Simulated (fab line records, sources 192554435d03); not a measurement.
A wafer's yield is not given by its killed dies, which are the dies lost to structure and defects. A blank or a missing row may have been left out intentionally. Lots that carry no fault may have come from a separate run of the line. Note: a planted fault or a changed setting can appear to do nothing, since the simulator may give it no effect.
Lot-split experiment / flow n5_finfet / 39 wafers read from 7 lots, route of 1938 steps

== ABOUT THE SPLIT ==
At N5_BEOL_M9_DESCUM_16 (chemistry O2, time 7.9 s), the setting time_s was moved away from the recipe's 7.9 s on 15 of the 39 wafers read, by -58.7% to +42.8%. This setting was run at the recipe's value on the other wafers.

The split's own step is where the reading is taken.

== THE READING ==
CAR-ArF_of_BEOL_M9_COAT_05.thk_nm (the simulator's own value, which no gauge read), in nm, at N5_BEOL_M9_DESCUM_16 (chemistry O2, time 7.9 s). The file gives no usual value for it. Average 83.4 nm, standard deviation 0.28 nm, over the 24 wafers here run with the recipe.

wafer=L078.1; tool, chamber at the split=rie_diel-01, 0,2; time_s as run, s=3.785; against the recipe=-52.1%; CAR-ArF_of_BEOL_M9_COAT_05.thk_nm, nm=85.8; against lot-mates on the recipe=+2.3
wafer=L078.4; tool, chamber at the split=rie_diel-01, 0,2; time_s as run, s=3.785; against the recipe=-52.1%; CAR-ArF_of_BEOL_M9_COAT_05.thk_nm, nm=85.8; against lot-mates on the recipe=+2.3
wafer=L078.2; tool, chamber at the split=rie_diel-01, 2,1; time_s as run, s=7.9; against the recipe=recipe; CAR-ArF_of_BEOL_M9_COAT_05.thk_nm, nm=83.4; against lot-mates on the recipe=-
wafer=L078.3; tool, chamber at the split=rie_diel-01, 2,1; time_s as run, s=7.9; against the recipe=recipe; CAR-ArF_of_BEOL_M9_COAT_05.thk_nm, nm=83.4; against lot-mates on the recipe=-
wafer=L078.5; tool, chamber at the split=rie_diel-01, 1; time_s as run, s=7.9; against the recipe=recipe; CAR-ArF_of_BEOL_M9_COAT_05.thk_nm, nm=83.6; against lot-mates on the recipe=-
wafer=L078.6; tool, chamber at the split=rie_diel-01, 0; time_s as run, s=3.785; against the recipe=-52.1%; CAR-ArF_of_BEOL_M9_COAT_05.thk_nm, nm=86; against lot-mates on the recipe=+2.5
wafer=L085.1; tool, chamber at the split=rie_diel-04, 2; time_s as run, s=3.26; against the recipe=-58.7%; CAR-ArF_of_BEOL_M9_COAT_05.thk_nm, nm=86.4; against lot-mates on the recipe=+2.9
wafer=L085.2; tool, chamber at the split=rie_diel-04, 3; time_s as run, s=7.9; against the recipe=recipe; CAR-ArF_of_BEOL_M9_COAT_05.thk_nm, nm=83.6; against lot-mates on the recipe=-
wafer=L085.6; tool, chamber at the split=rie_diel-04, 3; time_s as run, s=7.9; against the recipe=recipe; CAR-ArF_of_BEOL_M9_COAT_05.thk_nm, nm=83.6; against lot-mates on the recipe=-
wafer=L085.3; tool, chamber at the split=rie_diel-04, 0; time_s as run, s=7.9; against the recipe=recipe; CAR-ArF_of_BEOL_M9_COAT_05.thk_nm, nm=83.4; against lot-mates on the recipe=-
wafer=L085.4; tool, chamber at the split=rie_diel-04, 1,2; time_s as run, s=3.26; against the recipe=-58.7%; CAR-ArF_of_BEOL_M9_COAT_05.thk_nm, nm=86.2; against lot-mates on the recipe=+2.7
wafer=L085.5; tool, chamber at the split=rie_diel-04, 1,2; time_s as run, s=3.26; against the recipe=-58.7%; CAR-ArF_of_BEOL_M9_COAT_05.thk_nm, nm=86.2; against lot-mates on the recipe=+2.7
wafer=L087.1; tool, chamber at the split=rie_diel-03, 0,3,3; time_s as run, s=7.9; against the recipe=recipe; CAR-ArF_of_BEOL_M9_COAT_05.thk_nm, nm=83; against lot-mates on the recipe=-
wafer=L087.3; tool, chamber at the split=rie_diel-03, 0,3,3; time_s as run, s=7.9; against the recipe=recipe; CAR-ArF_of_BEOL_M9_COAT_05.thk_nm, nm=83; against lot-mates on the recipe=-
wafer=L087.5; tool, chamber at the split=rie_diel-03, 0,3,3; time_s as run, s=7.9; against the recipe=recipe; CAR-ArF_of_BEOL_M9_COAT_05.thk_nm, nm=83; against lot-mates on the recipe=-
wafer=L087.2; tool, chamber at the split=rie_diel-03, 2,2,0; time_s as run, s=5.865; against the recipe=-25.8%; CAR-ArF_of_BEOL_M9_COAT_05.thk_nm, nm=84.4; against lot-mates on the recipe=+1.4
wafer=L087.4; tool, chamber at the split=rie_diel-03, 2,2,0; time_s as run, s=5.865; against the recipe=-25.8%; CAR-ArF_of_BEOL_M9_COAT_05.thk_nm, nm=84.4; against lot-mates on the recipe=+1.4
wafer=L087.6; tool, chamber at the split=rie_diel-03, 2,2,0; time_s as run, s=5.865; against the recipe=-25.8%; CAR-ArF_of_BEOL_M9_COAT_05.thk_nm, nm=84.4; against lot-mates on the recipe=+1.4
wafer=L084.2; tool, chamber at the split=rie_diel-01, 3,1; time_s as run, s=7.9; against the recipe=recipe; CAR-ArF_of_BEOL_M9_COAT_05.thk_nm, nm=83.8; against lot-mates on the recipe=-
wafer=L084.4; tool, chamber at the split=rie_diel-01, 3,1; time_s as run, s=7.9; against the recipe=recipe; CAR-ArF_of_BEOL_M9_COAT_05.thk_nm, nm=83.8; against lot-mates on the recipe=-
wafer=L084.5; tool, chamber at the split=rie_diel-01, 0; time_s as run, s=7.9; against the recipe=recipe; CAR-ArF_of_BEOL_M9_COAT_05.thk_nm, nm=83.6; against lot-mates on the recipe=-
wafer=L089.1; tool, chamber at the split=rie_diel-01, 2,0,3,2; time_s as run, s=7.9; against the recipe=recipe; CAR-ArF_of_BEOL_M9_COAT_05.thk_nm, nm=83.6; against lot-mates on the recipe=-
wafer=L089.2; tool, chamber at the split=rie_diel-01, 2,0,3,2; time_s as run, s=7.9; against the recipe=recipe; CAR-ArF_of_BEOL_M9_COAT_05.thk_nm, nm=83.6; against lot-mates on the recipe=-
wafer=L089.4; tool, chamber at the split=rie_diel-01, 2,0,3,2; time_s as run, s=7.9; against the recipe=recipe; CAR-ArF_of_BEOL_M9_COAT_05.thk_nm, nm=83.6; against lot-mates on the recipe=-
wafer=L089.5; tool, chamber at the split=rie_diel-01, 2,0,3,2; time_s as run, s=7.9; against the recipe=recipe; CAR-ArF_of_BEOL_M9_COAT_05.thk_nm, nm=83.6; against lot-mates on the recipe=-
wafer=L089.3; tool, chamber at the split=rie_diel-01, 1; time_s as run, s=7.9; against the recipe=recipe; CAR-ArF_of_BEOL_M9_COAT_05.thk_nm, nm=83.8; against lot-mates on the recipe=-
wafer=L089.6; tool, chamber at the split=rie_diel-01, 3; time_s as run, s=7.9; against the recipe=recipe; CAR-ArF_of_BEOL_M9_COAT_05.thk_nm, nm=83.4; against lot-mates on the recipe=-
wafer=L093.1; tool, chamber at the split=rie_diel-04, 3; time_s as run, s=7.9; against the recipe=recipe; CAR-ArF_of_BEOL_M9_COAT_05.thk_nm, nm=83.6; against lot-mates on the recipe=-
wafer=L093.2; tool, chamber at the split=rie_diel-04, 1; time_s as run, s=11.28; against the recipe=+42.8%; CAR-ArF_of_BEOL_M9_COAT_05.thk_nm, nm=81.2; against lot-mates on the recipe=-2.3
wafer=L093.3; tool, chamber at the split=rie_diel-04, 0; time_s as run, s=11.28; against the recipe=+42.8%; CAR-ArF_of_BEOL_M9_COAT_05.thk_nm, nm=81.4; against lot-mates on the recipe=-2.1
wafer=L093.4; tool, chamber at the split=rie_diel-04, 2; time_s as run, s=11.28; against the recipe=+42.8%; CAR-ArF_of_BEOL_M9_COAT_05.thk_nm, nm=81.6; against lot-mates on the recipe=-1.9
wafer=L093.5; tool, chamber at the split=rie_diel-04, 1,0; time_s as run, s=7.9; against the recipe=recipe; CAR-ArF_of_BEOL_M9_COAT_05.thk_nm, nm=83.4; against lot-mates on the recipe=-
wafer=L093.6; tool, chamber at the split=rie_diel-04, 1,0; time_s as run, s=7.9; against the recipe=recipe; CAR-ArF_of_BEOL_M9_COAT_05.thk_nm, nm=83.4; against lot-mates on the recipe=-
wafer=L095.1; tool, chamber at the split=rie_diel-01, 1,2; time_s as run, s=5.04; against the recipe=-36.2%; CAR-ArF_of_BEOL_M9_COAT_05.thk_nm, nm=84.8; against lot-mates on the recipe=+1.8
wafer=L095.3; tool, chamber at the split=rie_diel-01, 1,2; time_s as run, s=5.04; against the recipe=-36.2%; CAR-ArF_of_BEOL_M9_COAT_05.thk_nm, nm=84.8; against lot-mates on the recipe=+1.8
wafer=L095.2; tool, chamber at the split=rie_diel-01, 0; time_s as run, s=7.9; against the recipe=recipe; CAR-ArF_of_BEOL_M9_COAT_05.thk_nm, nm=82.8; against lot-mates on the recipe=-
wafer=L095.4; tool, chamber at the split=rie_diel-01, 3; time_s as run, s=7.9; against the recipe=recipe; CAR-ArF_of_BEOL_M9_COAT_05.thk_nm, nm=83.2; against lot-mates on the recipe=-
wafer=L095.5; tool, chamber at the split=rie_diel-01, 0; time_s as run, s=5.04; against the recipe=-36.2%; CAR-ArF_of_BEOL_M9_COAT_05.thk_nm, nm=84.4; against lot-mates on the recipe=+1.4
wafer=L095.6; tool, chamber at the split=rie_diel-01, 1; time_s as run, s=7.9; against the recipe=recipe; CAR-ArF_of_BEOL_M9_COAT_05.thk_nm, nm=83; against lot-mates on the recipe=-
Where a row lists several chambers, the file gives one row for several wafers and doesn't say which wafer went through which chamber.

FIT RESULTS
A straight line over all 39 wafers: CAR-ArF_of_BEOL_M9_COAT_05.thk_nm changes by -0.0457 nm for each +1% of time_s; r = -0.98; the points scatter about the line by 0.27 nm.
The same after taking each lot's own level away (the mean of its wafers on the recipe; 39 wafers): -0.0472 nm for each +1%; r = -0.99; scatter 0.13 nm.
According to that fit, moving time_s by its largest amount changes the reading by 2.8 nm.
The lots' own levels span 83.00 to 83.73 nm, that is 2.6 times the standard deviation above.
The two slopes agree, so the slope changes little with the lot-to-lot level.
Check: +2.76 nm against its lot-mates is what the line predicts for one of the wafers moved furthest among these (-58.7%) when that wafer is left out of the fit. It came out at +2.87 nm against them.

== OTHER SPLITS ON THESE WAFERS ==
Other splits were also applied to these wafers ahead of the reading. Each is held against what the fit with the lots' levels taken away leaves over:
other split on the same wafers=N5_SD_EPI_N_DESCUM_14 time_s; wafers away from the commonest value=9; r with CAR-ArF_of_BEOL_M9_COAT_05.thk_nm (lot level and that fit taken away)=+0.14
other split on the same wafers=N5_HKMG_FIN_ALD_72 ald_cycles; wafers away from the commonest value=15; r with CAR-ArF_of_BEOL_M9_COAT_05.thk_nm (lot level and that fit taken away)=-0.07
other split on the same wafers=N5_MOL_CONTACT_COAG_PECVD_31 time_s; wafers away from the commonest value=15; r with CAR-ArF_of_BEOL_M9_COAT_05.thk_nm (lot level and that fit taken away)=+0.14
other split on the same wafers=N5_BEOL_M0_SAQP_DEVELOP_13 develop_time_s; wafers away from the commonest value=15; r with CAR-ArF_of_BEOL_M9_COAT_05.thk_nm (lot level and that fit taken away)=+0.07
other split on the same wafers=N5_BEOL_M4_VIA_ETCH_34 target_depth_a; wafers away from the commonest value=12; r with CAR-ArF_of_BEOL_M9_COAT_05.thk_nm (lot level and that fit taken away)=+0.09
other split on the same wafers=N5_BEOL_M6_VIA_ETCH_34 target_depth_a; wafers away from the commonest value=18; r with CAR-ArF_of_BEOL_M9_COAT_05.thk_nm (lot level and that fit taken away)=+0.04

== FILE'S OWN FIT ==
CAR-ArF_of_BEOL_M9_COAT_05.thk_nm changes by -0.0472 nm for each +1% of time_s, r = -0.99.
